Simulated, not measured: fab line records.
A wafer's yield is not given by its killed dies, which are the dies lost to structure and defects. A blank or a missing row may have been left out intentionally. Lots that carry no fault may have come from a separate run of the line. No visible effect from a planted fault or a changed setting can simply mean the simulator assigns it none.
fab line records + flow n5Finfet
record
- lots=11
- wafers=33
- lastDay=18
route steps=1938 shown BEOL_M3@997 BEOL_M4@1111
lots that met no fault: from a run of the same line without faults
startH: the number of hours between the record's first day and the start of the first shown wafer of the lot + waitH: how many hours have passed since the lot's step before this one + " identical to the entry in the row above + L1.1+2: several wafers, shown together as one row + - value missing, or start not given + * or withheld: withheld + < > ~ a bound
route shown NAME@n: NAME is a module with steps in the file, n the number in the route of the first one + usual: average and standard deviation across the fault-free wafers + same: alike in all rows + chamber/n: place in a boat + sites: per-site readings + _std_site: how widely they spread, as a standard deviation + _edge_site: outer sites' mean less inner sites' + radiusMm: for every site, how far away it sits from the centre of the wafer + mask NAME#n: copy n + behind: the tool/chamber that last shaped the wafer + hold: the reason the lot was held/the length of the hold in hours/how it ended + device: the transistor (n, p or np) that didn't switch + end of line: at the end of the route, the tests of the same wafers + a step given without rows: its recipe and nothing more + killed: not the wafer's yield, but the dies lost to structure and defects at the first sort + map: a wafer's dies, marking killed ones x, the rest . and places with no die _
set.NAME: the setting the step ran with; set.NAME@STEP: the setting that earlier step ran with + model.NAME: the simulator's own value behind a step, which no gauge read
one table for each step of the route and one row for each wafer, over a sample of lots
services: when a tool's chamber went out of use (startH, in hours from the record's first day, below 0 if earlier), for how many hours, and the reason
## steps
# step N5_BEOL_M3_ANNEAL_80
# recipe
- tempC=400
- timeS=240
- ambient=vacuum
# usual
- heaterPowerW=823/69
- susceptor_temp_C_max=400.8/0.31
| lot.wafer | tool          | chamber | startH | waitH | heaterPowerW | susceptor_temp_C_max |
|-----------|---------------|---------|--------|-------|--------------|----------------------|
| L892.3    | pvdSputter-01 | -       | 150.79 | 0.0   | 814          | 400.5                |
| L892.5    | "             | -       | "      | "     | 744          | 401.0                |
| L892.6    | "             | -       | "      | "     | 846          | 400.8                |
| L895.1    | pvdSputter-02 | -       | 172.72 | 0.0   | 882          | 401.4                |
| L895.4    | "             | -       | "      | "     | 954          | 400.7                |
| L895.6    | "             | -       | "      | "     | 885          | 401.2                |
| L896.1    | pvdSputter-01 | -       | 175.51 | 0.0   | 700          | 400.9                |
| L896.5    | "             | -       | "      | "     | 834          | 401.1                |
| L896.6    | "             | -       | "      | "     | 700          | 401.2                |
| L898.1    | pvdSputter-02 | -       | 187.88 | 0.0   | 868          | 401.0                |
| L898.3    | "             | -       | "      | "     | 815          | 400.9                |
| L898.6    | "             | -       | "      | "     | 975          | 400.6                |
| L899.1    | pvdSputter-03 | -       | 197.66 | 0.0   | 868          | 400.6                |
| L899.2    | "             | -       | "      | "     | 779          | 400.9                |
| L899.5    | "             | -       | "      | "     | 773          | 400.9                |
| L901.2    | pvdSputter-02 | -       | 200.39 | 0.0   | 827          | 400.6                |
| L901.4    | "             | -       | "      | "     | 936          | 400.7                |
| L901.6    | "             | -       | "      | "     | 848          | 400.5                |
| L905.1    | pvdSputter-03 | -       | 226.69 | 0.0   | 782          | 400.5                |
| L905.4    | "             | -       | "      | "     | 884          | 400.6                |
| L905.5    | "             | -       | "      | "     | 753          | 401.0                |
| L910.1    | pvdSputter-02 | -       | 279.86 | 0.0   | 950          | 400.8                |
| L910.3    | "             | -       | "      | "     | 835          | 400.4                |
| L910.4    | "             | -       | "      | "     | 813          | 400.4                |
| L913.3    | pvdSputter-03 | -       | 287.83 | 0.0   | 898          | 401.0                |
| L913.5    | "             | -       | "      | "     | 738          | 401.6                |
| L913.6    | "             | -       | "      | "     | 755          | 400.8                |
| L914.1    | pvdSputter-03 | -       | 300.18 | 0.0   | 857          | 400.9                |
| L914.4    | "             | -       | "      | "     | 871          | 401.3                |
| L914.5    | "             | -       | "      | "     | 777          | 400.8                |
| L915.1    | pvdSputter-03 | -       | 307.15 | 0.0   | 757          | 400.8                |
| L915.5    | "             | -       | "      | "     | 878          | 400.7                |
| L915.6    | "             | -       | "      | "     | 873          | 401.0                |
# step N5_BEOL_M3_ANNEAL_82
# recipe
- tempC=400
- timeS=240
- ambient=vacuum
# usual
- heaterPowerW=824/69
- susceptor_temp_C_max=400.9/0.34
| lot.wafer | tool          | chamber | startH | waitH | heaterPowerW | susceptor_temp_C_max |
|-----------|---------------|---------|--------|-------|--------------|----------------------|
| L892.3    | pvdSputter-01 | -       | 151.01 | 0.0   | 803          | 400.4                |
| L892.5    | "             | -       | "      | "     | 735          | 400.9                |
| L892.6    | "             | -       | "      | "     | 856          | 401.0                |
| L895.1    | pvdSputter-02 | -       | 172.94 | 0.0   | 860          | 401.0                |
| L895.4    | "             | -       | "      | "     | 954          | 400.6                |
| L895.6    | "             | -       | "      | "     | 866          | 400.9                |
| L896.1    | pvdSputter-01 | -       | 175.73 | 0.0   | 705          | 401.0                |
| L896.5    | "             | -       | "      | "     | 844          | 401.0                |
| L896.6    | "             | -       | "      | "     | 691          | 400.7                |
| L898.1    | pvdSputter-02 | -       | 188.10 | 0.0   | 884          | 401.1                |
| L898.3    | "             | -       | "      | "     | 834          | 400.1                |
| L898.6    | "             | -       | "      | "     | 979          | 400.7                |
| L899.1    | pvdSputter-03 | -       | 197.88 | 0.0   | 862          | 400.1                |
| L899.2    | "             | -       | "      | "     | 767          | 400.6                |
| L899.5    | "             | -       | "      | "     | 756          | 400.2                |
| L901.2    | pvdSputter-02 | -       | 200.61 | 0.0   | 826          | 400.7                |
| L901.4    | "             | -       | "      | "     | 955          | 401.4                |
| L901.6    | "             | -       | "      | "     | 817          | 400.7                |
| L905.1    | pvdSputter-03 | -       | 226.91 | 0.0   | 777          | 400.9                |
| L905.4    | "             | -       | "      | "     | 872          | 400.9                |
| L905.5    | "             | -       | "      | "     | 740          | 400.7                |
| L910.1    | pvdSputter-02 | -       | 280.08 | 0.0   | 952          | 400.6                |
| L910.3    | "             | -       | "      | "     | 812          | 399.7                |
| L910.4    | "             | -       | "      | "     | 804          | 400.7                |
| L913.3    | pvdSputter-03 | -       | 288.05 | 0.0   | 877          | 400.9                |
| L913.5    | "             | -       | "      | "     | 772          | 400.9                |
| L913.6    | "             | -       | "      | "     | 791          | 401.1                |
| L914.1    | pvdSputter-03 | -       | 300.40 | 0.0   | 862          | 400.9                |
| L914.4    | "             | -       | "      | "     | 862          | 401.4                |
| L914.5    | "             | -       | "      | "     | 780          | 400.7                |
| L915.1    | pvdSputter-03 | -       | 307.37 | 0.0   | 752          | 401.0                |
| L915.5    | "             | -       | "      | "     | 859          | 400.8                |
| L915.6    | "             | -       | "      | "     | 876          | 400.9                |
# step N5_BEOL_M3_CMP_52
# recipe
- stopOn=SiOC
- tOverpolishS=6.8
- downForcePsi=1
- platenRpm=50
- clearingPlatenDownForcePsi=1.5
- clearingPlatenRpm=50
- postCmpClean=cuAlkaline
- targetThkNm=40
- clearingPlatenPadVelocityMS=0.99484
- padVelocityMS=0.99484
# usual
- barrierFieldEndpointS=25.1/0.72
- motorCurrentA=6.1/0.59
- overpolishRunS=6.800/0.0092
- padLifeWafers=1135/560
- timeToEndpointS=66/3.9
| lot.wafer | tool   | chamber | startH | waitH | barrierFieldEndpointS | motorCurrentA | overpolishRunS | padLifeWafers | timeToEndpointS |
|-----------|--------|---------|--------|-------|-----------------------|---------------|----------------|---------------|-----------------|
| L892.3    | cmp-01 | 1       | 153.05 | 0.3   | 24.0                  | 5.6           | 6.798          | 1693          | 58              |
| L892.6    | "      | 0       | "      | "     | 25.3                  | 5.9           | 6.801          | -             | 66              |
| L892.5    | "      | 1       | "      | "     | 24.2                  | 5.0           | 6.802          | -             | 61              |
| L895.1    | cmp-02 | 1       | 175.09 | 0.3   | 24.9                  | 6.2           | 6.801          | 967           | 64              |
| L895.4    | "      | 2       | "      | "     | 25.1                  | 6.6           | 6.803          | 968           | 67              |
| L895.6    | "      | 1       | "      | "     | 24.3                  | 6.5           | 6.806          | -             | 61              |
| L896.1    | cmp-04 | 1       | 177.50 | 0.3   | 25.2                  | 5.8           | 6.807          | 589           | 65              |
| L896.6    | "      | 0       | "      | "     | 24.5                  | 6.4           | 6.788          | -             | 65              |
| L896.5    | "      | 1       | "      | "     | 25.3                  | 5.9           | 6.793          | -             | 65              |
| L898.1    | cmp-02 | 2       | 189.87 | 0.3   | 24.5                  | 6.8           | 6.780          | 1093          | 63              |
| L898.3    | "      | 0       | "      | "     | 24.1                  | 6.8           | 6.779          | 1095          | 61              |
| L898.6    | "      | 1       | "      | "     | 24.4                  | 6.1           | 6.809          | -             | 62              |
| L899.1    | cmp-04 | 2       | 199.99 | 0.6   | 25.3                  | 6.2           | 6.802          | 787           | 69              |
| L899.2    | "      | 3       | "      | "     | 25.5                  | 6.1           | 6.797          | 788           | 68              |
| L899.5    | "      | 2       | "      | "     | 25.3                  | 6.1           | 6.803          | -             | 70              |
| L901.2    | cmp-04 | 1       | 206.24 | 0.2   | 26.1                  | 5.6           | 6.787          | 834           | 73              |
| L901.4    | "      | 0       | "      | "     | 25.9                  | 6.3           | 6.811          | 837           | 70              |
| L901.6    | "      | 2       | "      | "     | 26.2                  | 6.1           | 6.794          | -             | 70              |
| L905.4    | cmp-02 | 3       | 228.72 | 0.2   | 25.3                  | 7.4           | 6.808          | 1388          | 65              |
| L905.1    | "      | 0       | "      | "     | 25.3                  | 6.7           | 6.809          | 1389          | 63              |
| L905.5    | "      | 1       | "      | "     | 25.1                  | 6.4           | 6.806          | -             | 60              |
| L910.1    | cmp-02 | 0       | 281.85 | 0.3   | 30.2                  | 6.6           | 6.803          | 1795          | 82              |
| L910.4    | "      | 1       | "      | "     | 30.5                  | 6.1           | 6.814          | 1796          | 75              |
| L910.3    | "      | 2       | "      | "     | 30.6                  | 7.1           | 6.798          | 1797          | 77              |
| L913.3    | cmp-01 | 1       | 289.86 | 0.2   | 25.5                  | 4.9           | 6.797          | 716           | 65              |
| L913.5    | "      | 3       | "      | "     | 25.8                  | 5.4           | 6.791          | -             | 68              |
| L913.6    | "      | 0       | "      | "     | 27.0                  | 5.6           | 6.821          | -             | 72              |
| L914.4    | cmp-02 | 0       | 302.21 | 0.2   | 31.5                  | 6.7           | 6.806          | 1963          | 80              |
| L914.1    | "      | 1       | "      | "     | 30.6                  | 6.2           | 6.805          | 1964          | 75              |
| L914.5    | "      | 0       | "      | "     | 30.9                  | 7.0           | 6.807          | -             | 81              |
| L915.1    | cmp-04 | 2       | 309.22 | 0.4   | 24.5                  | 5.9           | 6.799          | 1581          | 70              |
| L915.6    | "      | 3       | "      | "     | 25.5                  | 6.4           | 6.790          | -             | 69              |
| L915.5    | "      | 0       | "      | "     | 24.8                  | 6.1           | 6.793          | -             | 67              |
# step N5_BEOL_M4_RC_MEAS_101
# usual
- DIBL_N=36.0/2.5
- DIBL_P=36.7/3
- IOFF_N=0.16/0.043
- IOFF_P=0.21/0.049
- ION_N=673/15
- ION_P=461/9.8
- SS_N=71.5/0.83
- SS_P=73.4/0.83
- VT_N=250/4
- VT_P=-251/4
| lot.wafer | tool      | chamber | startH | waitH | DIBL_N[mV/V] | DIBL_P[mV/V] | IOFF_N[nA/um] | IOFF_P[nA/um] | ION_N[uA/um] | ION_P[uA/um] | SS_N[mV/dec] | SS_P[mV/dec] | VT_N[mV] | VT_P[mV] |
|-----------|-----------|---------|--------|-------|--------------|--------------|---------------|---------------|--------------|--------------|--------------|--------------|----------|----------|
| L892.3    | prober-01 | 0       | 161.37 | 0.3   | 32.1         | 33.7         | 0.12          | 0.18          | 657          | 456          | 70.5         | 72.6         | 254      | -254     |
| L892.5    | "         | 0       | "      | "     | 33.0         | 33.8         | 0.14          | 0.18          | 671          | 459          | 71.7         | 72.8         | 254      | -254     |
| L892.6    | "         | 0       | "      | "     | 31.8         | 33.3         | 0.12          | 0.17          | 663          | 459          | 70.7         | 72.1         | 252      | -250     |
| L895.1    | prober-02 | 0       | 185.75 | 0.0   | 40.0         | 40.1         | 0.22          | 0.28          | 691          | 467          | 72.0         | 73.9         | 243      | -243     |
| L895.4    | "         | 0       | "      | "     | 35.5         | 35.4         | 0.14          | 0.20          | 664          | 455          | 71.4         | 73.4         | 251      | -251     |
| L895.6    | "         | 0       | "      | "     | 40.0         | 41.3         | 0.24          | 0.32          | 700          | 482          | 72.0         | 73.7         | 242      | -243     |
| L896.1    | prober-01 | 0       | 186.86 | 0.0   | 29.9         | 30.0         | 0.09          | 0.13          | 677          | 470          | 69.7         | 71.6         | 256      | -257     |
| L896.5    | "         | 0       | "      | "     | 35.4         | 36.9         | 0.16          | 0.22          | 671          | 467          | 71.6         | 72.5         | 245      | -249     |
| L896.6    | "         | 0       | "      | "     | 32.0         | 32.9         | 0.11          | 0.17          | 675          | 475          | 71.5         | 71.8         | 254      | -250     |
| L898.1    | prober-01 | 0       | 199.92 | 0.0   | 34.7         | 36.8         | 0.13          | 0.22          | 668          | 469          | 71.1         | 74.0         | 250      | -248     |
| L898.3    | "         | 0       | "      | "     | 39.3         | 41.9         | 0.24          | 0.32          | 697          | 476          | 72.0         | 74.6         | 244      | -243     |
| L898.6    | "         | 0       | "      | "     | 35.2         | 37.8         | 0.14          | 0.23          | 660          | 461          | 70.2         | 74.2         | 253      | -248     |
| L899.1    | prober-02 | 0       | 212.67 | 0.0   | 30.3         | 32.5         | 0.10          | 0.14          | 645          | 441          | 71.2         | 71.8         | 256      | -257     |
| L899.2    | "         | 0       | "      | "     | 31.6         | 34.5         | 0.12          | 0.16          | 651          | 453          | 70.9         | 72.6         | 252      | -254     |
| L899.5    | "         | 0       | "      | "     | 36.3         | 39.7         | 0.23          | 0.26          | 681          | 464          | 73.6         | 73.7         | 244      | -246     |
| L901.2    | prober-01 | 0       | 218.24 | 0.2   | 39.2         | 43.4         | 0.28          | 0.32          | 689          | 470          | 72.0         | 75.1         | 242      | -244     |
| L901.4    | "         | 0       | "      | "     | 35.1         | 35.1         | 0.17          | 0.18          | 666          | 456          | 71.2         | 73.2         | 249      | -254     |
| L901.6    | "         | 0       | "      | "     | 33.3         | 35.7         | 0.13          | 0.17          | 677          | 463          | 69.9         | 72.6         | 251      | -254     |
| L905.1    | prober-01 | 0       | 239.40 | 0.0   | 38.9         | 38.3         | 0.19          | 0.23          | 687          | 462          | 72.6         | 74.1         | 248      | -250     |
| L905.4    | "         | 0       | "      | "     | 33.3         | 32.8         | 0.10          | 0.16          | 648          | 446          | 70.9         | 72.7         | 258      | -253     |
| L905.5    | "         | 0       | "      | "     | 36.2         | 35.1         | 0.14          | 0.18          | 654          | 446          | 72.4         | 73.5         | 253      | -251     |
| L910.1    | prober-02 | 0       | 296.13 | 0.0   | 34.8         | 37.1         | 0.16          | 0.19          | 679          | 462          | 71.5         | 73.4         | 248      | -252     |
| L910.3    | "         | 0       | "      | "     | 31.6         | 33.3         | 0.11          | 0.14          | 664          | 454          | 70.2         | 72.8         | 258      | -256     |
| L910.4    | "         | 0       | "      | "     | 27.6         | 28.4         | 0.07          | 0.11          | 649          | 455          | 69.4         | 71.7         | 258      | -257     |
| L913.3    | prober-01 | 0       | 305.45 | 0.3   | 36.2         | 37.5         | 0.17          | 0.23          | 690          | 470          | 71.2         | 73.6         | 246      | -248     |
| L913.5    | "         | 0       | "      | "     | 35.2         | 35.9         | 0.15          | 0.21          | 686          | 475          | 71.5         | 72.8         | 250      | -248     |
| L913.6    | "         | 0       | "      | "     | 38.7         | 40.4         | 0.22          | 0.29          | 685          | 466          | 72.0         | 74.1         | 244      | -246     |
| L914.1    | prober-01 | 0       | 319.88 | 0.0   | 36.6         | 39.2         | 0.19          | 0.24          | 694          | 479          | 70.8         | 73.8         | 242      | -249     |
| L914.4    | "         | 0       | "      | "     | 35.8         | 38.0         | 0.16          | 0.21          | 684          | 469          | 71.7         | 73.5         | 248      | -251     |
| L914.5    | "         | 0       | "      | "     | 35.0         | 36.9         | 0.14          | 0.20          | 669          | 461          | 71.0         | 73.1         | 252      | -250     |
| L915.1    | prober-01 | 0       | 325.33 | 0.0   | 35.6         | 36.6         | 0.14          | 0.17          | 672          | 454          | 71.1         | 72.9         | 252      | -256     |
| L915.5    | "         | 0       | "      | "     | 37.2         | 38.3         | 0.17          | 0.19          | 683          | 463          | 71.8         | 73.6         | 251      | -254     |
| L915.6    | "         | 0       | "      | "     | 35.3         | 36.1         | 0.13          | 0.16          | 650          | 445          | 70.9         | 73.2         | 254      | -258     |
## services
| tool   | chamber | startH | hours | kind                          |
|--------|---------|--------|-------|-------------------------------|
| cmp-01 | -       | 199.59 | 4.0   | pm                            |
| cmp-01 | -       | 203.59 | -     | consumableReplace:conditioner |
| cmp-01 | -       | 203.59 | -     | consumableReplace:pad         |
| cmp-02 | -       | 212.30 | 1.2   | repair                        |
| cmp-04 | -       | 226.17 | 0.8   | repair                        |
| cmp-02 | -       | 240.29 | 1.6   | repair                        |
| cmp-04 | -       | 247.55 | 1.4   | repair                        |
| cmp-01 | -       | 252.12 | 1.1   | repair                        |
| cmp-04 | -       | 277.06 | 6.8   | pm                            |
| cmp-02 | -       | 282.76 | 1.0   | repair                        |
| cmp-01 | -       | 288.05 | 0.5   | repair                        |
## key
firstSign
- step=N5_BEOL_M3_CMP_52
- reading=barrierFieldEndpointS
- direction=up
- sigmas=7.8
- usual=25.1
- struck=30.7
effect
- step=N5_BEOL_M3_CMP_52
- reading=timeToEndpointS
- direction=up
- sigmas=3.3
- usual=*
- struck=*
metAt N5_BEOL_M3_CMP_52
struckLots L910,L914
notActingAt N5_BEOL_M3_ANNEAL_80,N5_BEOL_M3_ANNEAL_82
onsetBetween 228.72 281.85
fault
- kind=processParameterDrift
- tool=cmp-02
- chamber=-
- onsetH=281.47
- steps=N5_BEOL_M3_CMP_52
- channel=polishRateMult
- offset=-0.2
- shape=step
- endH=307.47
